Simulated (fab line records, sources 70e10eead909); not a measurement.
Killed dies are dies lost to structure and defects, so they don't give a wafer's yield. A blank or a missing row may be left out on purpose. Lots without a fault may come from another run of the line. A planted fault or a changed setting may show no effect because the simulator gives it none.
Chamber matching | flow nand_harc | NHARC_A_CONTACT_ETCH_92 on rie_diel-09: 4 sister chambers
The step etches the open film in CH3F/O2, target depth 40 nm, time 85.7 s. 4 wafers are shown with their chamber, then 12 later ones without.

WAFERS WITH THEIR CHAMBER
wafer  | chamber | showerhead_plenum_p_Torr (Torr)
L080.1 | 1       | 2.49
L086.1 | 2       | 2.28
L086.4 | 0       | 2.28
L086.5 | 3       | 2.60

WAFERS WITHOUT THEIR CHAMBER
wafer  | showerhead_plenum_p_Torr (Torr)
L089.1 | 2.28
L089.2 | 2.28
L089.6 | 2.28
L088.1 | 2.49
L088.3 | 2.59
L088.4 | 2.28
L096.1 | 2.59
L096.3 | 2.27
L096.6 | 2.48
L097.1 | 2.48
L097.4 | 2.27
L097.5 | 2.28

WHICH CHAMBER EACH WENT THROUGH
wafer  | from the rows above     | in truth
L089.1 | can't be placed: 0 or 2 | 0
L089.2 | can't be placed: 0 or 2 | 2
L089.6 | can't be placed: 0 or 2 | 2
L088.1 | 1                       | 1
L088.3 | 3                       | 3
L088.4 | can't be placed: 0 or 2 | 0
L096.1 | 3                       | 3
L096.3 | can't be placed: 0 or 2 | 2
L096.6 | 1                       | 1
L097.1 | 1                       | 1
L097.4 | can't be placed: 0 or 2 | 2
L097.5 | can't be placed: 0 or 2 | 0
Placed correctly: 5 of 12. Can't be placed from these rows: 7 (the true chamber is among the candidates in 7). Placed wrongly: 0.
How it was worked out, from the rows above alone: a wafer's distance from a chamber is the root of the sum, over the readings, of the square of ((its reading less the chamber's mean) divided by the reading's scatter). The wafer belongs to the nearest chamber; if the next one is less than 2 further off, it can't be placed. A chamber's mean is the mean of its shown wafers. The scatter: with one shown wafer a chamber, the root of the mean of the squares of how far each hidden wafer lies from its nearest shown one.
